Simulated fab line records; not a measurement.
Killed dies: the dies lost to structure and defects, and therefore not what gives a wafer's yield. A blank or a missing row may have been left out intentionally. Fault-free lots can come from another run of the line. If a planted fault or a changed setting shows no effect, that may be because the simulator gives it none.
Which of the tools did it? / flow nandHarc / 14 lots, 41 wafers sampled, at 5 steps of a route of 1302

## WHAT EACH GAUGE READ, for each wafer
NHARC_A_BLC_CD_MEAS_10 targets a cd of 100 nm. Usual: cdNm at 100.0 nm, with a standard deviation of 0.62.
lot=L562; measured=day 23 06:55; on=cdSem-01; cdNm (nm)=99.6 99.0 99.9; flag=
lot=L564; measured=day 23 18:45; on=cdSem-03; cdNm (nm)=100.8 100.4 100.9; flag=
lot=L565; measured=day 25 04:56; on=cdSem-02; cdNm (nm)=99.3 99.3 98.9; flag=
lot=L566; measured=day 25 12:14; on=cdSem-01; cdNm (nm)=100.6 99.4 99.8; flag=
lot=L568; measured=day 25 16:13; on=cdSem-01; cdNm (nm)=99.4 99.9 99.4; flag=
lot=L567; measured=day 25 18:40; on=cdSem-01; cdNm (nm)=99.6 99.2 99.5; flag=
lot=L569; measured=day 25 20:13; on=cdSem-03; cdNm (nm)=99.2 100.0 98.8; flag=
lot=L571; measured=day 27 01:08; on=cdSem-03; cdNm (nm)=99.7 99.7 100.2; flag=
lot=L572; measured=day 27 01:41; on=cdSem-02; cdNm (nm)=99.2 99.5 99.9; flag=
lot=L574; measured=day 27 13:25; on=cdSem-03; cdNm (nm)=100.7 99.5 100.2; flag=
lot=L576; measured=day 28 21:17; on=cdSem-03; cdNm (nm)=99.9 99.9; flag=
lot=L579; measured=day 30 15:20; on=cdSem-01; cdNm (nm)=101.2 101.6 100.3; flag=
lot=L584; measured=day 31 19:08; on=cdSem-01; cdNm (nm)=100.2 99.6 101.1; flag=
lot=L583; measured=day 31 22:38; on=cdSem-01; cdNm (nm)=99.4 99.7 99.8; flag=

NHARC_A_BLC_OVL_MEAS_11. Usual: overlayXNm 0.1 nm, standard deviation 0.73; overlayYNm 0.0 nm, standard deviation 0.91.
lot=L562; measured=day 23 07:00; on=overlay-01; overlayXNm (nm)=1.1 0.9 1.4; overlayYNm (nm)=-0.7 -0.4 -1.1; flag=
lot=L564; measured=day 23 18:50; on=overlay-01; overlayXNm (nm)=0.4 0.1 0.2; overlayYNm (nm)=1.6 2.2 2.0; flag=
lot=L565; measured=day 25 05:01; on=overlay-02; overlayXNm (nm)=-1.2 -0.6 -0.8; overlayYNm (nm)=0.9 1.1 0.8; flag=
lot=L566; measured=day 25 12:20; on=overlay-01; overlayXNm (nm)=0.7 0.3 0.3; overlayYNm (nm)=1.1 0.9 0.3; flag=
lot=L568; measured=day 25 16:18; on=overlay-02; overlayXNm (nm)=0.0 -0.3 0.0; overlayYNm (nm)=-0.6 -0.6 -1.1; flag=
lot=L567; measured=day 25 18:45; on=overlay-01; overlayXNm (nm)=0.2 -0.4 0.0; overlayYNm (nm)=0.2 -1.4 -0.8; flag=
lot=L569; measured=day 25 20:17; on=overlay-02; overlayXNm (nm)=0.2 0.9 0.6; overlayYNm (nm)=-0.3 0.0 0.2; flag=
lot=L571; measured=day 27 01:14; on=overlay-01; overlayXNm (nm)=0.9 1.0 0.8; overlayYNm (nm)=-0.3 -0.4 -0.3; flag=
lot=L572; measured=day 27 01:47; on=overlay-02; overlayXNm (nm)=-1.0 -0.8 -0.3; overlayYNm (nm)=0.7 1.0 -0.1; flag=
lot=L574; measured=day 27 13:30; on=overlay-01; overlayXNm (nm)=-0.3 -0.9 -0.8; overlayYNm (nm)=0.6 0.1 0.0; flag=
lot=L576; measured=day 28 21:22; on=overlay-02; overlayXNm (nm)=-0.6 -0.9; overlayYNm (nm)=0.1 0.3; flag=
lot=L579; measured=day 30 15:26; on=overlay-01; overlayXNm (nm)=-0.3 -0.5 -1.2; overlayYNm (nm)=-0.9 -0.8 -0.7; flag=
lot=L584; measured=day 31 19:14; on=overlay-01; overlayXNm (nm)=1.2 0.4 0.1; overlayYNm (nm)=0.1 -0.3 0.3; flag=
lot=L583; measured=day 31 22:43; on=overlay-02; overlayXNm (nm)=-0.4 -0.7 -0.8; overlayYNm (nm)=-0.7 -1.1 -1.1; flag=

NHARC_END_SORT_01. Usual: killedAtArray 53, standard deviation 19; killedAtOther 0.8, standard deviation 1.2; killedAtPeriphery 3.7, standard deviation 2.3; killedDies 57, standard deviation 19; killedOpen 3.2, standard deviation 1.7; killedShort 2.6, standard deviation 1.8.
lot=L566; measured=day 27 08:58; on=prober-02; killedAtArray=31 31 25; killedAtOther=0 0 1; killedAtPeriphery=2 2 1; killedDies=33 33 27; killedOpen=4 4 4; killedShort=5 1 5; flag=
lot=L572; measured=day 28 22:01; on=prober-01; killedAtArray=17 19 21; killedAtOther=1 1 0; killedAtPeriphery=2 2 6; killedDies=20 22 27; killedOpen=1 2 2; killedShort=1 2 4; flag=
lot=L574; measured=day 30 04:52; on=prober-01; killedAtArray=48 40 53; killedAtOther=2 1 0; killedAtPeriphery=6 2 3; killedDies=56 43 56; killedOpen=4 2 4; killedShort=2 3 3; flag=
lot=L576; measured=day 30 20:44; on=prober-02; killedAtArray=74; killedAtOther=0; killedAtPeriphery=0; killedDies=74; killedOpen=2; killedShort=4; flag=
lot=L583; measured=day 33 20:31; on=prober-01; killedAtArray=55 52 48; killedAtOther=0 0 0; killedAtPeriphery=7 9 2; killedDies=62 61 50; killedOpen=3 5 2; killedShort=5 3 1; flag=

## TOOL THAT RAN EACH LOT (tool first, then ch and the chambers of the sampled wafers, then the start)
lot=L562; NHARC_A_CONTACT_CMP_20=cmp-02 ch 0,2, day 23 06:00; NHARC_A_BLC_CMP_25=cmp-03 ch 0,1,2, day 23 09:42
lot=L564; NHARC_A_CONTACT_CMP_20=cmp-04 ch 1,2,3, day 23 17:49; NHARC_A_BLC_CMP_25=cmp-03 ch 2,3, day 23 21:29
lot=L565; NHARC_A_CONTACT_CMP_20=cmp-02 ch 0,1,2, day 25 04:02; NHARC_A_BLC_CMP_25=cmp-02 ch 1,3, day 25 07:43
lot=L566; NHARC_A_CONTACT_CMP_20=cmp-02 ch 0,1,3, day 25 11:19; NHARC_A_BLC_CMP_25=cmp-02 ch 2,3, day 25 15:16
lot=L568; NHARC_A_CONTACT_CMP_20=cmp-02 ch 0,2,3, day 25 15:26; NHARC_A_BLC_CMP_25=cmp-02 ch 1,2,3, day 25 19:08
lot=L567; NHARC_A_CONTACT_CMP_20=cmp-04 ch 1,3, day 25 17:55; NHARC_A_BLC_CMP_25=cmp-02 ch 2,3, day 25 21:32
lot=L569; NHARC_A_CONTACT_CMP_20=cmp-04 ch 0,2,3, day 25 19:17; NHARC_A_BLC_CMP_25=cmp-03 ch 0,1,2, day 25 23:28
lot=L571; NHARC_A_CONTACT_CMP_20=cmp-02 ch 0,2,3, day 27 00:18; NHARC_A_BLC_CMP_25=cmp-03 ch 0,1, day 27 03:55
lot=L572; NHARC_A_CONTACT_CMP_20=cmp-01 ch 0,2,3, day 27 00:47; NHARC_A_BLC_CMP_25=cmp-03 ch 0,1,2, day 27 04:28
lot=L574; NHARC_A_CONTACT_CMP_20=cmp-04 ch 2,3, day 27 12:32; NHARC_A_BLC_CMP_25=cmp-03 ch 2,3, day 27 16:30
lot=L576; NHARC_A_CONTACT_CMP_20=cmp-04 ch 1,3, day 28 20:29; NHARC_A_BLC_CMP_25=cmp-03 ch 2,3, day 29 00:25
lot=L579; NHARC_A_CONTACT_CMP_20=cmp-04 ch 1,2,3, day 30 14:37; NHARC_A_BLC_CMP_25=cmp-02 ch 1,2,3, day 30 18:33
lot=L584; NHARC_A_CONTACT_CMP_20=cmp-01 ch 0,3, day 31 18:23; NHARC_A_BLC_CMP_25=cmp-03 ch 2,3, day 31 21:55
lot=L583; NHARC_A_CONTACT_CMP_20=cmp-01 ch 0,3, day 31 21:50; NHARC_A_BLC_CMP_25=cmp-02 ch 1,2,3, day 32 01:35
- NHARC_A_CONTACT_CMP_20: polishes, t overpolish 30 s, target thk 300 nm.
- NHARC_A_BLC_CMP_25: polishes, t overpolish 30 s, target thk 150 nm.

## AS READ BY THE TOOLS THEMSELVES (means over the sampled wafers that have a number; for cases with no such wafer, the mark the record gives instead)
NHARC_A_CONTACT_CMP_20. Usual: motorCurrentA 12.4 A, standard deviation 1.1; overpolishRunS 30.001 s, standard deviation 0.0088; timeToEndpointS 60.6 s, standard deviation 3.
lot=L562; tool=cmp-02; motorCurrentA (A)=12.7; overpolishRunS (s)=30.001; timeToEndpointS (s)=63.2; flag=
lot=L564; tool=cmp-04; motorCurrentA (A)=12.9; overpolishRunS (s)=29.999; timeToEndpointS (s)=65.0; flag=
lot=L565; tool=cmp-02; motorCurrentA (A)=12.6; overpolishRunS (s)=29.998; timeToEndpointS (s)=61.8; flag=
lot=L566; tool=cmp-02; motorCurrentA (A)=12.2; overpolishRunS (s)=30.001; timeToEndpointS (s)=59.7; flag=
lot=L568; tool=cmp-02; motorCurrentA (A)=12.3; overpolishRunS (s)=30.003; timeToEndpointS (s)=59.3; flag=
lot=L567; tool=cmp-04; motorCurrentA (A)=11.8; overpolishRunS (s)=29.994; timeToEndpointS (s)=61.4; flag=
lot=L569; tool=cmp-04; motorCurrentA (A)=12.1; overpolishRunS (s)=30.012; timeToEndpointS (s)=63.5; flag=
lot=L571; tool=cmp-02; motorCurrentA (A)=12.5; overpolishRunS (s)=29.996; timeToEndpointS (s)=58.8; flag=
lot=L572; tool=cmp-01; motorCurrentA (A)=12.5; overpolishRunS (s)=29.991; timeToEndpointS (s)=58.1; flag=
lot=L574; tool=cmp-04; motorCurrentA (A)=12.9; overpolishRunS (s)=30.000; timeToEndpointS (s)=60.4; flag=
lot=L576; tool=cmp-04; motorCurrentA (A)=11.8; overpolishRunS (s)=30.007; timeToEndpointS (s)=61.6; flag=
lot=L579; tool=cmp-04; motorCurrentA (A)=12.9; overpolishRunS (s)=30.004; timeToEndpointS (s)=60.3; flag=
lot=L584; tool=cmp-01; motorCurrentA (A)=13.0; overpolishRunS (s)=29.994; timeToEndpointS (s)=60.2; flag=
lot=L583; tool=cmp-01; motorCurrentA (A)=12.5; overpolishRunS (s)=30.007; timeToEndpointS (s)=62.4; flag=

NHARC_A_BLC_CMP_25. Usual: motorCurrentA 12.3 A, standard deviation 0.9; overpolishRunS 29.999 s, standard deviation 0.0087; timeToEndpointS 30.7 s, standard deviation 2.6.
lot=L562; tool=cmp-03; motorCurrentA (A)=12.5; overpolishRunS (s)=30.002; timeToEndpointS (s)=30.7; flag=
lot=L564; tool=cmp-03; motorCurrentA (A)=11.0; overpolishRunS (s)=29.997; timeToEndpointS (s)=30.2; flag=
lot=L565; tool=cmp-02; motorCurrentA (A)=12.3; overpolishRunS (s)=29.993; timeToEndpointS (s)=29.9; flag=
lot=L566; tool=cmp-02; motorCurrentA (A)=12.2; overpolishRunS (s)=29.999; timeToEndpointS (s)=32.3; flag=
lot=L568; tool=cmp-02; motorCurrentA (A)=12.6; overpolishRunS (s)=29.998; timeToEndpointS (s)=31.7; flag=
lot=L567; tool=cmp-02; motorCurrentA (A)=12.1; overpolishRunS (s)=30.000; timeToEndpointS (s)=29.6; flag=
lot=L569; tool=cmp-03; motorCurrentA (A)=12.7; overpolishRunS (s)=30.004; timeToEndpointS (s)=30.2; flag=
lot=L571; tool=cmp-03; motorCurrentA (A)=12.5; overpolishRunS (s)=29.998; timeToEndpointS (s)=30.5; flag=
lot=L572; tool=cmp-03; motorCurrentA (A)=12.4; overpolishRunS (s)=25.023; timeToEndpointS (s)=42.5; flag=OFF
lot=L574; tool=cmp-03; motorCurrentA (A)=11.0; overpolishRunS (s)=25.160; timeToEndpointS (s)=43.5; flag=OFF
lot=L576; tool=cmp-03; motorCurrentA (A)=11.2; overpolishRunS (s)=25.671; timeToEndpointS (s)=43.4; flag=OFF
lot=L579; tool=cmp-02; motorCurrentA (A)=12.4; overpolishRunS (s)=30.000; timeToEndpointS (s)=30.6; flag=
lot=L584; tool=cmp-03; motorCurrentA (A)=11.7; overpolishRunS (s)=30.005; timeToEndpointS (s)=30.9; flag=
lot=L583; tool=cmp-02; motorCurrentA (A)=12.2; overpolishRunS (s)=30.003; timeToEndpointS (s)=28.8; flag=

## THE ANSWER, worked out from the rows above alone
Rule: a lot counts as off when the mean over its wafers that have a number is more than 3 standard deviations away from the usual mean. Also off: a lot with no number at a reading for which 4 or more lots have one. Where the step has rows for the other lots, those lots are counted as sound. Order of review: gauges by route order, followed by the tools' own readings, for which a lot's mean as printed above is used. At the first step where some lot is off, the reading lying furthest off is the one used; lots without a number count as furthest.
Off: L572, L574, L576 (NHARC_A_BLC_CMP_25, overpolishRunS).
If a tool, at that step or one of the process steps before it, ran each lot that is off and ran no sound lot following the first of them, it fits. Not one of the candidates tried fits.

## WHAT THE SIMULATOR HAD PUT IN
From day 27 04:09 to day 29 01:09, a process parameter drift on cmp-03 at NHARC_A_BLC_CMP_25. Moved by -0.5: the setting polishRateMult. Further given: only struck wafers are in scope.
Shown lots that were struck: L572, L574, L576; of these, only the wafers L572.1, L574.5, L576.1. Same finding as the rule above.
